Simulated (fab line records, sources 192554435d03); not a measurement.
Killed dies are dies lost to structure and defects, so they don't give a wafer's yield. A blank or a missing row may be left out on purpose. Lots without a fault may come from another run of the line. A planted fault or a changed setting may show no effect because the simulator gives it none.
Chamber matching | flow n5_finfet | N5_BEOL_M9_STRIP_19 on rie_diel-05: 4 sister chambers
The step strips in O2. 18 wafers are shown with their chamber, then 9 later ones without.

WAFERS WITH THEIR CHAMBER
wafer  | chamber | drypump_motor_current_A (A) | throttle_valve_pct (%) | showerhead_plenum_p_Torr (Torr)
L074.1 | 1       | 4.9                         | 16.44                  | 2.04
L074.2 | 2       | 5.8                         | 16.91                  | 2.10
L074.3 | 0       | 4.9                         | 16.97                  | 2.07
L074.4 | 3       | 5.4                         | 16.44                  | 2.10
L074.5 | 0       | 4.9                         | 16.96                  | 2.07
L074.6 | 3       | 5.4                         | 16.43                  | 2.10
L078.1 | 1       | 4.9                         | 16.47                  | 2.04
L078.3 | 2       | 5.8                         | 16.94                  | 2.10
L078.4 | 3       | 5.4                         | 16.46                  | 2.10
L079.2 | 1       | 4.9                         | 16.45                  | 2.04
L079.5 | 0       | 4.9                         | 17.00                  | 2.07
L079.6 | 1       | 4.9                         | 16.46                  | 2.04
L081.3 | 2       | 5.8                         | 16.93                  | 2.09
L081.5 | 3       | 5.4                         | 16.48                  | 2.09
L081.6 | 2       | 5.9                         | 16.94                  | 2.09
L090.2 | 3       | 5.4                         | 16.48                  | 2.09
L090.3 | 2       | 5.8                         | 16.97                  | 2.09
L090.4 | 1       | 4.9                         | 16.48                  | 2.03

SIGNATURES (means of the wafers above)
reading                  | chamber 0 | chamber 1 | chamber 2 | chamber 3 | scatter within a chamber
drypump_motor_current_A  | 4.900     | 4.900     | 5.820     | 5.400     | 0.0239
throttle_valve_pct       | 16.9767   | 16.4600   | 16.9380   | 16.4580   | 0.0204
showerhead_plenum_p_Torr | 2.0700    | 2.0380    | 2.0940    | 2.0960    | 0.00478
Rule: a wafer's distance from a chamber is the root of the sum, over the readings, of the square of ((its reading less the chamber's mean) divided by the reading's scatter). The wafer belongs to the nearest chamber; if the next one is less than 2 further off, it can't be placed. The scatter: the root of (the sum of the squares of (reading less its chamber's mean) over the shown wafers, divided by (wafers less chambers)).

WAFERS WITHOUT THEIR CHAMBER
wafer  | drypump_motor_current_A (A) | throttle_valve_pct (%) | showerhead_plenum_p_Torr (Torr)
L093.1 | 5.9                         | 16.97                  | 2.09
L093.3 | 4.9                         | 16.49                  | 2.03
L093.6 | 4.9                         | 16.49                  | 2.03
L094.1 | 4.9                         | 16.52                  | 2.03
L094.2 | 4.9                         | 16.56                  | 2.06
L094.3 | 5.4                         | 16.51                  | 2.09
L097.1 | 4.9                         | 16.52                  | 2.03
L097.3 | 4.9                         | 16.57                  | 2.06
L097.6 | 5.4                         | 16.52                  | 2.09

WHICH CHAMBER EACH WENT THROUGH
wafer  | from the rows above | in truth
L093.1 | 2                   | 2
L093.3 | 1                   | 1
L093.6 | 1                   | 1
L094.1 | 1                   | 1
L094.2 | 1                   | 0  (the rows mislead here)
L094.3 | 3                   | 3
L097.1 | 1                   | 1
L097.3 | 1                   | 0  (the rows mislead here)
L097.6 | 3                   | 3
Placed correctly: 7 of 9. Can't be placed from these rows: 0. Placed wrongly: 2.
